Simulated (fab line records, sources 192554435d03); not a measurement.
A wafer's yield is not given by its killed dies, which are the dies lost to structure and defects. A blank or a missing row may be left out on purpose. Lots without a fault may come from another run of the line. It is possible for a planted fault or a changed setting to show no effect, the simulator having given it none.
fab line records	flow n5_finfet	part 1 of 2: steps 1 to 24 of 32
record: lots: 5	wafers: 15	last_day: 16
route steps=1938 shown BEOL_M14@1738
lots with no fault: from the same line, run without faults
start_h: the number of hours between the record's first day and the start of the first shown wafer of the lot	wait_h: hours since the lot's step before	" unchanged from the row above	L1.1+2: one row covering several wafers at once	- no value present, or no start provided	* or withheld: withheld	< > ~ a bound
route shown NAME@n: names a module that has steps shown in the file, with the first one's number in the route	usual: average and standard deviation across the fault-free wafers	same: alike in all rows	chamber/n: place in a boat	sites: readings site by site	_std_site: the values' standard deviation	_edge_site: outer sites' mean less inner sites'	radius_mm: how far each site lies from the wafer's centre	mask NAME#n: copy n	behind: tool/chamber where the wafer was last shaped	hold: the reason the lot was held/the length of the hold in hours/how it ended	device: the transistor (n, p or np) that didn't switch	end of line: the same wafers' tests at the end of the route	for a step that has no rows: nothing shown but its recipe	killed: dies that structure and defects cost at the first sort, which is not the same as the wafer's yield	map: shows each die of a wafer: x if killed, . if not, _ if none is there
set.NAME: the setting that was run; set.NAME@STEP: the one run at that earlier step	model.NAME: the simulator's own value behind a step, which no gauge read
lots at selected steps of the route; one table per step, one row per wafer
services: the hour from which a tool's chamber was out of use, counted from the record's first day as start_h (under 0 if before that day), plus the number of hours and why
== steps ==
step: N5_BEOL_M14_COAT_66
recipe: resist: SiARC	temp_c: 220	time_s: 60	spin_rpm: 1500	resist_thk_nm: 110
lot.wafer	tool	chamber	start_h	wait_h
L074.1+2+3	litho_track-03	0	-	-
L077.2+4+6	litho_track-02	0	-	-
L080.2+4+5	litho_track-04	0	-	-
L085.3+4+5	litho_track-03	0	-	-
L090.1+5+6	litho_track-03	0	-	-
step: N5_BEOL_M14_COAT_22
recipe: spin_rpm: 2888	resist_thk_nm: 300
lot.wafer	tool	chamber	start_h	wait_h
L074.1+2+3	litho_track-03	0	-	-
L077.2+4+6	litho_track-02	0	-	-
L080.2+4+5	litho_track-04	0	-	-
L085.3+4+5	litho_track-03	0	-	-
L090.1+5+6	litho_track-03	0	-	-
step: N5_BEOL_M14_EBR_24
recipe: solvent: PGMEA	ebr_width_mm: 1.5
lot.wafer	tool	chamber	start_h	wait_h
L074.1+2+3	litho_track-03	0	-	-
L077.2+4+6	litho_track-02	0	-	-
L080.2+4+5	litho_track-04	0	-	-
L085.3+4+5	litho_track-03	0	-	-
L090.1+5+6	litho_track-03	0	-	-
step: N5_BEOL_M14_SOFTBAKE_23
recipe: temp_c: 130	time_s: 60
lot.wafer	tool	chamber	start_h	wait_h
L074.1+2+3	litho_track-03	0	-	-
L077.2+4+6	litho_track-02	0	-	-
L080.2+4+5	litho_track-04	0	-	-
L085.3+4+5	litho_track-03	0	-	-
L090.1+5+6	litho_track-03	0	-	-
step: N5_BEOL_M14_EXPOSE_25
recipe: mask_id: M14	na: 0.8	source_shape: annular	sigma_inner: 0.5	sigma_outer: 0.8	polarization: unpolarized	target_cd_nm: 280	dose_mj: 26.6
same: sigma_inner: 0.5
lot.wafer	tool	chamber	start_h	wait_h	mask
L074.1+2+3	krf_scanner-02	0	265.03	-	M14#0
L077.2+4+6	krf_scanner-01	0	289.28	-	M14#0
L080.2+4+5	krf_scanner-01	0	307.99	-	M14#0
L085.3+4+5	krf_scanner-01	0	323.34	-	M14#0
L090.1+5+6	krf_scanner-02	0	348.57	-	M14#0
step: N5_BEOL_M14_PEB_26
recipe: peb_temp_c: 130	peb_time_s: 90
lot.wafer	tool	chamber	start_h	wait_h
L074.1+2+3	litho_track-02	0	265.09	0.1
L077.2+4+6	litho_track-03	0	289.33	0.0
L080.2+4+5	litho_track-04	0	308.04	0.0
L085.3+4+5	litho_track-04	0	323.39	0.0
L090.1+5+6	litho_track-02	0	348.62	0.1
step: N5_BEOL_M14_DEVELOP_27
recipe: develop_time_s: 45	rinse_liquid: diw	dry: air_spin	dev_temp_c: 21
lot.wafer	tool	chamber	start_h	wait_h
L074.1+2+3	litho_track-02	0	-	-
L077.2+4+6	litho_track-03	0	-	-
L080.2+4+5	litho_track-04	0	-	-
L085.3+4+5	litho_track-04	0	-	-
L090.1+5+6	litho_track-02	0	-	-
step: N5_BEOL_M14_HARDBAKE_32
recipe: temp_c: 130	time_s: 120
lot.wafer	tool	chamber	start_h	wait_h
L074.1+2+3	litho_track-02	0	-	-
L077.2+4+6	litho_track-03	0	-	-
L080.2+4+5	litho_track-04	0	-	-
L085.3+4+5	litho_track-04	0	-	-
L090.1+5+6	litho_track-02	0	-	-
step: N5_BEOL_M14_CD_MEAS_28
recipe: target_cd_nm: 284.4	landing_energy_ev: 500	detector: se_inlens
usual: cd_nm: 284.3/1.8
lot.wafer	tool	chamber	start_h	wait_h	cd_nm
L074.1	cd_sem-01	0	265.20	-	286.9
L074.2	"	0	"	"	284.7
L074.3	"	0	"	"	285.6
L077.2	cd_sem-01	0	289.45	-	283.2
L077.4	"	0	"	"	281.7
L077.6	"	0	"	"	282.6
L080.2	cd_sem-03	0	308.15	-	282.2
L080.4	"	0	"	"	283.9
L080.5	"	0	"	"	282.4
L085.3	cd_sem-03	0	323.51	-	284.0
L085.4	"	0	"	"	284.2
L085.5	"	0	"	"	284.7
L090.1	cd_sem-03	0	348.74	-	285.9
L090.5	"	0	"	"	282.5
L090.6	"	0	"	"	281.8
step: N5_BEOL_M14_OVL_MEAS_29
recipe: points_per_wafer: 44
usual: M14_OVL: 1/4.9
lot.wafer	tool	chamber	start_h	wait_h	M14_OVL[nm]
L074.1	overlay-01	0	265.23	0.0	-3
L074.2	"	0	"	"	-8
L074.3	"	0	"	"	-2
L077.2	overlay-01	0	289.48	0.0	-1
L077.4	"	0	"	"	-3
L077.6	"	0	"	"	3
L080.2	overlay-02	0	308.18	0.0	-6
L080.4	"	0	"	"	-1
L080.5	"	0	"	"	1
L085.3	overlay-02	0	323.54	0.0	1
L085.4	"	0	"	"	0
L085.5	"	0	"	"	-1
L090.1	overlay-02	0	348.77	0.0	1
L090.5	"	0	"	"	3
L090.6	"	0	"	"	-4
step: N5_BEOL_M14_INSPECT_30
recipe: mode: adi	inspect_instrument: macro
usual: raw_defect_count: 2.0/1.4
lot.wafer	tool	chamber	start_h	wait_h	raw_defect_count
L074.1	defect_inspect-02	-	265.26	0.0	2
L074.2	"	-	"	"	2
L074.3	"	-	"	"	0
L077.2	defect_inspect-02	-	289.50	0.0	2
L077.4	"	-	"	"	0
L077.6	"	-	"	"	0
L080.2	defect_inspect-01	-	308.21	0.0	2
L080.4	"	-	"	"	2
L080.5	"	-	"	"	3
L085.3	defect_inspect-02	-	323.56	0.0	0
L085.4	"	-	"	"	1
L085.5	"	-	"	"	5
L090.1	defect_inspect-02	-	348.79	0.0	1
L090.5	"	-	"	"	3
L090.6	"	-	"	"	1
step: N5_BEOL_M14_DESCUM_33
recipe: chemistry: O2	time_s: 7.9	source_power_w: 50	bias_power_w: 20	pressure_mtorr: 20	rf_frequency_hz: 2.712e+07	temp_c: 40	o2_flow_sccm: 225
usual: drypump_motor_current_A: 5.6/0.47	oes_product_au: 0.80/0.085	rf_vpp_V: 243.4/1.5	showerhead_plenum_p_Torr: 2.11/0.08	throttle_valve_pct: 20.30/0.19
lot.wafer	tool	chamber	start_h	wait_h	drypump_motor_current_A	oes_product_au	rf_hours_counter_h	rf_vpp_V	showerhead_plenum_p_Torr	throttle_valve_pct
L074.1	rie_diel-02	0	265.29	0.0	5.3	0.70	222	243.5	2.06	20.29
L074.2	"	1	"	"	5.7	0.75	170	241.6	2.00	20.33
L074.3	"	3	"	"	5.6	0.94	10	243.3	2.14	19.87
L077.2	rie_diel-01	1	289.53	0.0	5.3	0.91	19	242.3	2.06	20.35
L077.4	"	3	"	"	4.9	0.82	89	245.3	2.21	20.25
L077.6	"	3	"	"	4.9	0.82	-	245.2	2.21	20.26
L080.2	rie_diel-01	3	308.24	0.0	4.9	0.81	96	246.2	2.20	20.26
L080.4	"	2	"	"	6.4	0.83	88	245.9	2.21	20.40
L080.5	"	1	"	"	5.3	0.89	-	241.9	2.06	20.34
L085.3	rie_diel-01	1	323.59	0.0	5.3	0.88	31	243.4	2.05	20.36
L085.4	"	0	"	"	4.9	0.70	240	242.5	2.08	20.69
L085.5	"	1	"	"	5.3	0.88	-	242.4	2.05	20.36
L090.1	rie_diel-04	1	348.86	0.1	6.4	0.96	7	244.0	2.12	20.12
L090.5	"	2	"	"	5.8	0.75	-	241.1	2.01	20.26
L090.6	"	1	"	"	6.4	0.95	-	247.1	2.12	20.11
step: N5_BEOL_M14_ETCH_67
recipe: chemistry: CF4	target: SiARC	target_depth_a: 1430	time_s: 238.3	ion_energy_ev: 80	pressure_mtorr: 40	source_w: 545	bias_w: 36	Ar_flow_sccm: 100	cf4_flow_sccm: 100	ends: cleared
usual: drypump_motor_current_A: 5.6/0.47	etch_rf_on_time_s: 238/5.6	oes_product_au: 0.69/0.073	rf_vpp_V: 184.3/1.3	showerhead_plenum_p_Torr: 2.16/0.074	throttle_valve_pct: 15.52/0.16
lot.wafer	tool	chamber	start_h	wait_h	drypump_motor_current_A	etch_rf_on_time_s	oes_product_au	rf_hours_counter_h	rf_vpp_V	showerhead_plenum_p_Torr	throttle_valve_pct
L074.1	rie_diel-02	0	265.33	0.0	5.3	232	0.61	222	183.3	2.13	15.64
L074.2	"	1	"	"	5.7	237	0.64	170	181.7	2.06	15.56
L074.3	"	3	"	"	5.6	227	0.81	10	184.5	2.20	15.14
L077.2	rie_diel-01	1	289.57	0.0	5.3	237	0.77	19	183.6	2.10	15.44
L077.4	"	3	"	"	4.9	236	0.70	89	184.9	2.24	15.36
L077.6	"	3	"	"	4.9	235	0.69	-	186.0	2.24	15.37
L080.2	rie_diel-01	3	308.28	0.0	4.9	238	0.69	96	184.0	2.24	15.38
L080.4	"	2	"	"	6.4	238	0.70	88	186.3	2.26	15.52
L080.5	"	1	"	"	5.3	237	0.77	-	184.4	2.10	15.45
L085.3	rie_diel-01	1	323.63	0.0	5.3	235	0.75	31	184.1	2.10	15.48
L085.4	"	0	"	"	4.9	246	0.59	240	183.2	2.11	15.78
L085.5	"	1	"	"	5.3	235	0.76	-	182.0	2.10	15.46
L090.1	rie_diel-04	1	348.90	0.0	6.4	244	0.81	7	185.0	2.18	15.38
L090.5	"	2	"	"	5.8	243	0.65	-	182.9	2.07	15.59
L090.6	"	1	"	"	6.4	243	0.80	-	184.6	2.18	15.38
step: N5_BEOL_M14_ETCH_68
recipe: chemistry: N2/H2	target: SOC	mask_material: SiARC	source_w: 3000	bias_w: 350	temp_c: 40	time_s: 450	ion_energy_ev: 200	pressure_mtorr: 30	n2_flow_sccm: 200	h2_flow_sccm: 200
usual: drypump_motor_current_A: 5.6/0.47	oes_product_au: 0.80/0.084	rf_vpp_V: 524.4/2.8	showerhead_plenum_p_Torr: 2.56/0.1	throttle_valve_pct: 17.70/0.15
lot.wafer	tool	chamber	start_h	wait_h	drypump_motor_current_A	oes_product_au	rf_hours_counter_h	rf_vpp_V	showerhead_plenum_p_Torr	throttle_valve_pct
L074.1	rie_diel-02	0	265.47	0.1	5.3	0.70	222	524.3	2.50	17.68
L074.2	"	1	"	"	5.6	0.74	170	522.5	2.43	17.75
L074.3	"	3	"	"	5.6	0.94	10	524.3	2.62	17.39
L077.2	rie_diel-01	1	289.72	0.1	5.3	0.90	19	523.3	2.49	17.61
L077.4	"	3	"	"	4.9	0.80	89	527.4	2.69	17.62
L077.6	"	3	"	"	4.9	0.81	-	527.2	2.69	17.62
L080.2	rie_diel-01	3	308.42	0.1	4.9	0.80	96	527.5	2.68	17.65
L080.4	"	2	"	"	6.4	0.81	88	529.3	2.69	17.80
L080.5	"	1	"	"	5.3	0.88	-	522.5	2.49	17.59
L085.3	rie_diel-01	1	323.77	0.1	5.3	0.89	31	521.5	2.48	17.63
L085.4	"	0	"	"	4.9	0.69	240	522.7	2.48	17.86
L085.5	"	1	"	"	5.2	0.89	-	522.1	2.48	17.63
L090.1	rie_diel-04	1	349.04	0.1	6.4	0.95	7	525.9	2.59	17.49
L090.5	"	2	"	"	5.8	0.77	-	520.1	2.44	17.55
L090.6	"	1	"	"	6.4	0.94	-	525.1	2.59	17.50
step: N5_BEOL_M14_STRIP_69
recipe: chemistry: N2/H2	temp_c: 40	n2_flow_sccm: 200	h2_flow_sccm: 200	rf_frequency_hz: 6e+07
lot.wafer	tool	chamber	start_h	wait_h
L074.1+2+3	rie_diel-02	0,1,3	265.74	0.1
L077.2+4+6	rie_diel-01	1,3,3	289.98	0.1
L080.2+4+5	rie_diel-01	3,2,1	308.69	0.1
L085.3+4+5	rie_diel-01	1,0,1	324.04	0.1
L090.1+5+6	rie_diel-04	1,2,1	349.31	0.1
step: N5_BEOL_M14_TRENCH_ETCH_34
recipe: chemistry: C4F8/O2/Ar	target: SiO2	target_depth_a: 5566.5	mask_material: SOC	he_inner_torr: 15	he_outer_torr: 30	time_s: 126.9	ion_energy_ev: 800	pressure_mtorr: 20	source_w: 1905	bias_w: 2040	Ar_flow_sccm: 400	C4F8_flow_sccm: 16	O2_flow_sccm: 12
usual: drypump_motor_current_A: 5.6/0.47	oes_product_au: 0.80/0.085	rf_vpp_V: 2219/35	showerhead_plenum_p_Torr: 3.47/0.11	throttle_valve_pct: 30.82/0.17
lot.wafer	tool	chamber	start_h	wait_h	drypump_motor_current_A	oes_product_au	rf_hours_counter_h	rf_vpp_V	showerhead_plenum_p_Torr	throttle_valve_pct
L074.1	rie_diel-02	0	265.75	0.0	5.3	0.71	222	2191	3.42	30.90
L074.2	"	1	"	"	5.7	0.76	170	2222	3.32	30.97
L074.3	"	3	"	"	5.7	0.95	10	2231	3.54	30.63
L077.2	rie_diel-01	1	289.99	0.0	5.3	0.91	19	2241	3.35	30.68
L077.4	"	3	"	"	4.9	0.82	89	2202	3.59	30.64
L077.6	"	3	"	"	4.9	0.81	-	2202	3.59	30.63
L080.2	rie_diel-01	3	308.70	0.0	4.9	0.80	96	2202	3.59	30.61
L080.4	"	2	"	"	6.4	0.82	88	2276	3.63	30.99
L080.5	"	1	"	"	5.3	0.88	-	2242	3.35	30.67
L085.3	rie_diel-01	1	324.05	0.0	5.3	0.87	31	2241	3.35	30.68
L085.4	"	0	"	"	5.0	0.68	240	2252	3.40	31.09
L085.5	"	1	"	"	5.3	0.87	-	2240	3.35	30.68
L090.1	rie_diel-04	1	349.32	0.0	6.4	0.94	7	2155	3.49	30.67
L090.5	"	2	"	"	5.8	0.76	-	2183	3.34	30.80
L090.6	"	1	"	"	6.4	0.94	-	2155	3.49	30.65
step: N5_BEOL_M14_STRIP_70
recipe: chemistry: C4F8/O2/Ar	resist: SiARC	rf_frequency_hz: 6e+07
lot.wafer	tool	chamber	start_h	wait_h
L074.1+2+3	rie_diel-02	0,1,3	265.86	0.1
L077.2+4+6	rie_diel-01	1,3,3	290.10	0.1
L080.2+4+5	rie_diel-01	3,2,1	308.81	0.1
L085.3+4+5	rie_diel-01	1,0,1	324.16	0.1
L090.1+5+6	rie_diel-04	1,2,1	349.43	0.1
step: N5_BEOL_M14_OCD_MEAS_35
usual: trench_depth_nm: 555/13
lot.wafer	tool	chamber	start_h	wait_h	trench_depth_nm
L074.1	ocd-02	-	265.90	0.0	564
L074.2	"	-	"	"	559
L074.3	"	-	"	"	581
L077.2	ocd-01	-	290.15	0.0	562
L077.4	"	-	"	"	562
L077.6	"	-	"	"	557
L080.2	ocd-02	-	308.85	0.0	553
L080.4	"	-	"	"	548
L080.5	"	-	"	"	551
L085.3	ocd-02	-	324.21	0.0	555
L085.4	"	-	"	"	529
L085.5	"	-	"	"	558
L090.1	ocd-01	-	349.47	0.0	554
L090.5	"	-	"	"	550
L090.6	"	-	"	"	548
step: N5_BEOL_M14_STRIP_37
recipe: chemistry: O2	power_w: 600	temp_c: 60	pressure_mtorr: 30	rf_frequency_hz: 6e+07	bias_power_w: 0	overash_fraction: 0.3	o2_flow_sccm: 225
usual: drypump_motor_current_A: 5.6/0.46	oes_product_au: 0.80/0.084	rf_vpp_V: 3.7/0.95	showerhead_plenum_p_Torr: 2.11/0.077	throttle_valve_pct: 16.54/0.2
lot.wafer	tool	chamber	start_h	wait_h	drypump_motor_current_A	oes_product_au	rf_hours_counter_h	rf_vpp_V	showerhead_plenum_p_Torr	throttle_valve_pct
L074.1	rie_diel-04	0	266.62	0.7	5.7	0.87	58	4.4	2.21	16.42
L074.2	"	1	"	"	6.4	0.69	241	2.6	2.13	16.82
L074.3	"	3	"	"	5.8	0.69	199	4.2	2.06	16.54
L077.2	rie_diel-02	0	291.32	1.2	5.3	0.69	233	2.6	2.06	16.60
L077.4	"	3	"	"	5.6	0.90	21	6.5	2.14	16.17
L077.6	"	0	"	"	5.3	0.70	-	3.6	2.06	16.62
L080.2	rie_diel-02	0	315.37	6.5	5.3	0.69	242	2.6	2.06	16.64
L080.4	"	0	"	"	5.3	0.68	-	4.4	2.06	16.61
L080.5	"	3	"	"	5.7	0.88	-	5.3	2.14	16.17
L085.3	rie_diel-02	2	325.81	1.6	5.9	0.94	21	2.8	2.22	16.61
L085.4	"	1	"	"	5.6	0.73	189	1.6	1.99	16.63
L085.5	"	1	"	"	5.6	0.74	-	3.9	1.99	16.60
L090.1	rie_diel-04	1	351.40	1.9	6.4	0.94	8	3.4	2.12	16.37
L090.5	"	2	"	"	5.7	0.75	-	2.7	2.01	16.60
L090.6	"	0	"	"	5.7	0.83	-	2.7	2.20	16.43
step: N5_BEOL_M14_ETCH_38
recipe: chemistry: CF4/N2	target: SiCN	target_depth_a: 1065	taper_deg: 2	time_s: 120.6	ion_energy_ev: 150	mask_material: SiO2	pressure_mtorr: 40	source_w: 430	bias_w: 70	Ar_flow_sccm: 100	cf4_flow_sccm: 60	n2_flow_sccm: 60
usual: drypump_motor_current_A: 5.6/0.47	oes_product_au: 0.80/0.087	rf_vpp_V: 382.9/2	showerhead_plenum_p_Torr: 2.23/0.075	throttle_valve_pct: 15.34/0.18
lot.wafer	tool	chamber	start_h	wait_h	drypump_motor_current_A	oes_product_au	rf_hours_counter_h	rf_vpp_V	showerhead_plenum_p_Torr	throttle_valve_pct
L074.1	rie_diel-04	0	-	-	5.7	0.87	58	385.8	2.32	15.21
L074.2	"	1	"	"	6.4	0.70	241	384.9	2.25	15.68
L074.3	"	3	"	"	5.8	0.71	199	381.2	2.20	15.46
L077.2	rie_diel-02	0	-	-	5.3	0.71	233	380.6	2.19	15.47
L077.4	"	3	"	"	5.7	0.93	21	383.8	2.27	15.01
L077.6	"	0	"	"	5.3	0.71	-	381.6	2.19	15.48
L080.2	rie_diel-02	0	-	-	5.3	0.69	242	380.9	2.18	15.50
L080.4	"	0	"	"	5.3	0.69	-	382.8	2.18	15.48
L080.5	"	3	"	"	5.6	0.90	-	383.2	2.27	15.02
L085.3	rie_diel-02	2	-	-	5.9	0.93	21	385.1	2.34	15.38
L085.4	"	1	"	"	5.7	0.74	189	379.1	2.11	15.42
L085.5	"	1	"	"	5.7	0.74	-	379.7	2.11	15.43
L090.1	rie_diel-04	1	-	-	6.4	0.94	8	382.5	2.24	15.20
L090.5	"	2	"	"	5.8	0.76	-	380.3	2.14	15.43
L090.6	"	0	"	"	5.7	0.83	-	385.9	2.31	15.26
step: N5_BEOL_M14_PRECLEAN_39
recipe: chemistry: residue_remover	time_s: 60	temp_c: 40
usual: bath_heat_duty_pct: 4.5/0.7
lot.wafer	tool	chamber	start_h	wait_h	bath_heat_duty_pct
L074.1	wet_bench-01	3	266.82	-	4.4
L074.2	"	2	"	"	4.9
L074.3	"	7	"	"	4.6
L077.2	wet_bench-01	6	291.52	-	5.1
L077.4	"	1	"	"	4.8
L077.6	"	0	"	"	5.9
L080.2	wet_bench-02	2	315.56	-	3.7
L080.4	"	7	"	"	5.1
L080.5	"	0	"	"	5.5
L085.3	wet_bench-02	2	326.00	-	3.2
L085.4	"	3	"	"	4.0
L085.5	"	5	"	"	4.6
L090.1	wet_bench-02	6	351.60	-	4.1
L090.5	"	7	"	"	5.1
L090.6	"	3	"	"	2.7
step: N5_BEOL_M14_SRD_40
recipe: time_s: 30	temp_c: 23	rinse_liquid: diw	dry: n2_spin	spin_rpm: 1500	dry_time_s: 30
usual: bath_heat_duty_pct: 3.6/0.59
lot.wafer	tool	chamber	start_h	wait_h	bath_heat_duty_pct
L074.1	wet_bench-01	3	266.84	0.0	3.4
L074.2	"	2	"	"	4.0
L074.3	"	7	"	"	3.6
L077.2	wet_bench-01	6	291.54	0.0	3.3
L077.4	"	1	"	"	2.7
L077.6	"	0	"	"	4.3
L080.2	wet_bench-02	2	315.58	0.0	3.4
L080.4	"	7	"	"	3.9
L080.5	"	0	"	"	4.0
L085.3	wet_bench-02	2	326.02	0.0	2.9
L085.4	"	3	"	"	2.9
L085.5	"	5	"	"	3.9
L090.1	wet_bench-02	6	351.62	0.0	3.1
L090.5	"	7	"	"	4.0
L090.6	"	3	"	"	3.1
step: N5_BEOL_M14_DEGAS_41
recipe: ambient: vacuum	temp_c: 300	time_s: 60
usual: heater_power_w: 483/50	susceptor_temp_C: 299.98/0.19
lot.wafer	tool	chamber	start_h	wait_h	heater_power_w	susceptor_temp_C
L074.1	pvd_sputter-01	-	267.29	0.4	531	299.97
L074.2	"	-	"	"	540	300.17
L074.3	"	-	"	"	462	299.74
L077.2	pvd_sputter-03	-	291.77	0.2	432	300.06
L077.4	"	-	"	"	530	299.82
L077.6	"	-	"	"	424	299.85
L080.2	pvd_sputter-03	-	316.02	0.4	436	299.96
L080.4	"	-	"	"	522	299.90
L080.5	"	-	"	"	452	299.88
L085.3	pvd_sputter-02	-	326.42	0.4	437	299.77
L085.4	"	-	"	"	443	299.41
L085.5	"	-	"	"	375	300.03
L090.1	pvd_sputter-01	-	352.03	0.4	544	300.06
L090.5	"	-	"	"	480	300.01
L090.6	"	-	"	"	530	300.00
step: N5_BEOL_M14_PRE_CLEAN_42
recipe: gas: H2/He	time_s: 30	temp_c: 300
usual: heater_power_w: 483/51	susceptor_temp_C: 300.01/0.19
lot.wafer	tool	chamber	start_h	wait_h	heater_power_w	susceptor_temp_C
L074.1	pvd_sputter-01	-	267.33	0.0	532	299.87
L074.2	"	-	"	"	525	299.99
L074.3	"	-	"	"	489	299.75
L077.2	pvd_sputter-03	-	291.81	0.0	426	299.96
L077.4	"	-	"	"	535	299.97
L077.6	"	-	"	"	445	299.53
L080.2	pvd_sputter-03	-	316.06	0.0	432	299.96
L080.4	"	-	"	"	531	299.94
L080.5	"	-	"	"	432	300.26
L085.3	pvd_sputter-02	-	326.46	0.0	433	299.95
L085.4	"	-	"	"	442	299.95
L085.5	"	-	"	"	372	300.39
L090.1	pvd_sputter-01	-	352.07	0.0	536	300.02
L090.5	"	-	"	"	480	300.35
L090.6	"	-	"	"	529	299.83
